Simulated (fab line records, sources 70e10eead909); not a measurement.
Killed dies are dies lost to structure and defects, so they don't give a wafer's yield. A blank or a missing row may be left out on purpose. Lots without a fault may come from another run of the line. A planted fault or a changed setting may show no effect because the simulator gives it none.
A struck lot beside a sound one | flow nand_harc | 14 steps out of a route of 1302
Sound: wafers L498.1, L498.3, L498.6. Struck: wafers L513.2, L513.3, L513.4. The cause comes at the end.
At each step with rows: each side's tool, then ch and its chambers, then its first start. Under that, the readings that differ: sound wafers | struck wafers | difference of the means | sigmas: that difference in standard deviations of wafers without a fault.
alike: readings whose means differ by less than 2 such deviations, and words and numbers that are the same on both sides. not compared: withheld readings, readings that some wafer has no value for, bounds like >300 that may hide the same value, and numbers for which the record gives no deviation and whose values overlap.
The two part at a step that has a row with sigmas, a row that says differs or no value, or rows on one side only. Numbers that don't overlap but have no deviation are shown without sigmas and don't part them. A reading that every wafer of one side lacks parts them only if that side has two wafers or more.

NHARC_A_ONON_D2_THK_MEAS_14: measures by ellipsometry.
  sound on film_metro-01, day 12 12:01; struck on film_metro-01, day 18 14:26
  reading     | sound          | struck      | difference | sigmas
  thk_nm (nm) | 1006 1004 1005 | 988 987 987 | -18        | -2
then, 2 steps without rows for these wafers: NHARC_A_ONON_D2_ANNEAL_15 (time 3600 s); NHARC_A_ONON_D2_DEP_16 (target thk 1000 nm).
NHARC_A_ONON_D2_THK_MEAS_18: measures by ellipsometry.
  sound on film_metro-01, day 12 19:26; struck on film_metro-01, day 18 21:49
  reading     | sound       | struck         | difference | sigmas
  thk_nm (nm) | 993 994 993 | 1013 1013 1012 | +19        | +3
then, 1 step without rows for these wafers: NHARC_A_ONON_D2_DEP_19 (target thk 1000 nm).
NHARC_A_ONON_D2_THK_MEAS_21: measures by ellipsometry.
  sound on film_metro-01, day 12 20:00; struck on film_metro-02, day 18 22:23
  alike: thk_nm
then, 1 step without rows for these wafers: NHARC_A_ONON_D2_DEP_22 (target thk 1000 nm).
NHARC_A_ONON_D2_THK_MEAS_24: measures by ellipsometry.
  sound on film_metro-02, day 12 20:34; struck on film_metro-02, day 18 22:57
  alike: thk_nm
then, 1 step without rows for these wafers: NHARC_A_ONON_D2_DEP_25 (target thk 1000 nm).
NHARC_A_ONON_D2_THK_MEAS_27: measures by ellipsometry.
  sound on film_metro-02, day 12 21:08; struck on film_metro-01, day 18 23:31
  alike: thk_nm
then, 1 step without rows for these wafers: NHARC_A_ONON_D2_DEP_28 (target thk 1000 nm).
NHARC_A_ONON_D2_THK_MEAS_30: measures by ellipsometry.
  sound on film_metro-01, day 12 21:42; struck on film_metro-01, day 19 00:05
  alike: thk_nm
NHARC_A_ONON_D2_DEP_33: deposits SiO2, target thk 200 nm.
  sound on pecvd-03 ch 0,2, day 12 21:46; struck on pecvd-02 ch 1,2, day 19 00:11
  no value came back on the struck wafers for chamber_pressure_Torr (Torr), flow_sccm (sccm), heater_power_w (W), throttle_valve_pct (%); on the sound wafers chamber_pressure_Torr (Torr) reads 6.503 6.491 6.515
NHARC_END_SORT_01:
  the record has rows for the sound wafers here (prober-02 ch 0, day 26 01:32) and none for the struck ones

WHERE THEY PART
First at NHARC_A_ONON_D2_THK_MEAS_14; last, within this record, at NHARC_END_SORT_01.

WHY: what the simulator had put in
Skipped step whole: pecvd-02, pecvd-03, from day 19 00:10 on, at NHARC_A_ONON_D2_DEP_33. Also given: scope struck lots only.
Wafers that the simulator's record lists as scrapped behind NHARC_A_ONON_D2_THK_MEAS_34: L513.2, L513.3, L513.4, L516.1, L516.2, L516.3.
